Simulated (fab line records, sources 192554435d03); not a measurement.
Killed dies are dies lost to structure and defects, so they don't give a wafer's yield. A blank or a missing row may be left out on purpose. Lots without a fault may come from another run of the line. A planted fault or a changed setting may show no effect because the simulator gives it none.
Problem report in the 8D (eight disciplines) form, filled by code | flow n5_finfet | the parts of the form that need people (team, actions taken, sign-off) are left out

1. THE PROBLEM
spin_speed_rpm at N5_BEOL_M7_COAT_59 reads a mean of 1410.5 rpm on 6 wafers of 2 lots; wafers without a fault read 1500.1 rpm with a standard deviation of 1.1. That is -81 standard deviations from the usual mean.
The step: time 60 s, resist thk 100 nm.
First seen on wafer L692.3, day 14 10:10, on litho_track-04. The record holds 12 wafers of 4 lots with a number at this step. Rule for "out", or "out of limits": more than 4 standard deviations from the usual mean. The other wafers with a number count as sound.

2. WHAT IT IS AND WHAT IT IS NOT
question                    | is                     | is not
which readings at this step | spin_speed_rpm         | -
which lots                  | L692, L693             | L673, L696
which wafers of those lots  | all that have a number | -
read on which tools         | litho_track-04         | litho_track-03
when                        | from day 14 10:10      | up to then (3 sound wafers); but 3 sound wafers of L696 came after

3. SUSPECTS, AND WHAT RULES EACH OUT
Counting: a tool at a process step up to the reading stays a suspect if it ran every lot that is out and no sound lot after the first of them.
- litho_track-04 at N5_BEOL_M7_COAT_59 (time 60 s, resist thk 100 nm): kept. It ran every lot that is out, first L692 (day 14 10:10), and no sound lot after that; its last sound lot up to then is L673 (day 10 00:17). Its own readings are out on those wafers: spin_speed_rpm.
Left after counting: litho_track-04 at N5_BEOL_M7_COAT_59.

4. THE CAUSE (what the simulator had put in)
Process parameter drift: litho_track-04, from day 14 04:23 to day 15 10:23, at N5_BEOL_M7_COAT_59. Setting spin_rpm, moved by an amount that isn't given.
Counting left only this tool.

5. THE CHAIN OF EFFECTS, in route order
Each row: a reading whose mean over the struck wafers that have a number lies more than 3 standard deviations from the usual. Only readings for which the record gives a usual standard deviation are gone through. hours: the time from each lot's start at the first step in this table that gives one to its start at this step, as a median over the lots. sigmas: the change in usual standard deviations.
hours | step               | reading        | usual      | on struck wafers | change | sigmas
0     | N5_BEOL_M7_COAT_59 | spin_speed_rpm | 1500.1 rpm | 1410.5           | -89.6  | -81
The process steps in it:
- N5_BEOL_M7_COAT_59: time 60 s, resist thk 100 nm.

6. WHAT WOULD HAVE CAUGHT IT SOONER
In this record the first reading out of limits was taken at day 14 10:10, 6 hours after the fault began at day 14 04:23.
